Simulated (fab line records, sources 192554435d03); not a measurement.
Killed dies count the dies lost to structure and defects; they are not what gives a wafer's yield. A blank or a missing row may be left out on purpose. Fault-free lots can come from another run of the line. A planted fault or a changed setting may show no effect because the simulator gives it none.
Split-lot study ; flow n5-finfet ; on a route of 1938 steps: 7 lots, 21 wafers read

== ON THE SPLIT ==
At N5_BEOL_M0_SAQP_ALD_48 (deposits SiO2, target thk 20 nm, pulse time 1 s, co reactant pulse time 1 s), the setting ald-cycles was moved away from the recipe's 139 on 9 of the 21 wafers read, by -14.4% to +12.9%. The other wafers ran this setting at the recipe's value.

The reading comes from the split's own step.

== THE READING ==
SiO2_of_BEOL_M0_SAQP_ALD_48.thk-nm (the simulator's own value, which no gauge read), in nm, at N5_BEOL_M0_SAQP_ALD_48 (deposits SiO2, target thk 20 nm, pulse time 1 s, co reactant pulse time 1 s). The file does not state a usual value for it. The 12 wafers here that ran the recipe average 20.0 nm, standard deviation 0.055 nm.

wafer;tool, chamber at the split;ald-cycles as run;against the recipe;SiO2_of_BEOL_M0_SAQP_ALD_48.thk-nm, nm;against lot-mates on the recipe
L080.1;ald-sin-04, 2,0;139;recipe;20;-
L080.5;ald-sin-04, 2,0;139;recipe;20;-
L080.3;ald-sin-04, 1;145;+4.3%;20.8;+0.8
L083.4;ald-sin-02, 2,3,0;139;recipe;20;-
L083.5;ald-sin-02, 2,3,0;139;recipe;20;-
L083.6;ald-sin-02, 2,3,0;139;recipe;20;-
L086.4;ald-sin-04, 3,3,0;139;recipe;20;-
L086.5;ald-sin-04, 3,3,0;139;recipe;20;-
L086.6;ald-sin-04, 3,3,0;139;recipe;20;-
L090.2;ald-sin-04, 1;139;recipe;20.2;-
L090.3;ald-sin-04, 0;119;-14.4%;17.2;-3.0
L090.4;ald-sin-04, 3;119;-14.4%;17;-3.2
L093.1;ald-sin-03, 0;129;-7.2%;18.6;-1.4
L093.2;ald-sin-03, 3;129;-7.2%;18.4;-1.6
L093.5;ald-sin-03, 2;139;recipe;20;-
L096.1;ald-sin-04, 3;139;recipe;20;-
L096.2;ald-sin-04, 1,0;157;+12.9%;22.6;+2.6
L096.3;ald-sin-04, 1,0;157;+12.9%;22.6;+2.6
L097.3;ald-sin-04, 0;139;recipe;20;-
L097.4;ald-sin-04, 1,2;128;-7.9%;18.4;-1.6
L097.5;ald-sin-04, 1,2;128;-7.9%;18.4;-1.6
If several chambers appear in one row, that row covers several wafers at once and the file leaves open which wafer was in which chamber.

THE FIT
A straight line over all 21 wafers: SiO2_of_BEOL_M0_SAQP_ALD_48.thk-nm changes by +0.202 nm for each +1% of ald-cycles; r = +1.00; the points scatter about the line by 0.069 nm.
The same after taking each lot's own level away (the mean of its wafers on the recipe; 21 wafers): +0.207 nm for each +1%; r = +1.00; scatter 0.067 nm.
Per that fit: largest ald-cycles move, reading shift of 3 nm.
Across the lots, their own levels run from 20.00 to 20.20 nm, a range of 3.6 times the standard deviation given above.
Consequently the slope shifts little with the lot-to-lot level, the two slopes agreeing.
Check: with one of the wafers moved furthest among these (-14.4%) left out of the fit, the line predicts -3 nm for it against its lot-mates. It came out at -3 nm against them.

== FURTHER SPLITS ON THESE WAFERS ==
Note: prior to the reading, these wafers also went through further splits. Each is held against what the fit with the lots' levels taken away leaves over:
other split on the same wafers;wafers away from the commonest value;r with SiO2_of_BEOL_M0_SAQP_ALD_48.thk-nm (lot level and that fit taken away)
N5_GATE_CUT_DESCUM_18 time-s;10;-0.08
N5_MOL_CONTACT_COAG_CONTACT_ETCH_14 source-w;9;+0.23
N5_MOL_CONTACT_COAG_ETCH_15 source-w;8;-0.14
N5_MOL_CONTACT_COAG_COAT_64 spin-rpm;8;+0.10
N5_MOL_CONTACT_COAG_EXPOSE_37 dose-mj;5;+0.06

== FILE'S OWN FIT ==
SiO2_of_BEOL_M0_SAQP_ALD_48.thk-nm changes by +0.207 nm for each +1% of ald-cycles, r = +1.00.
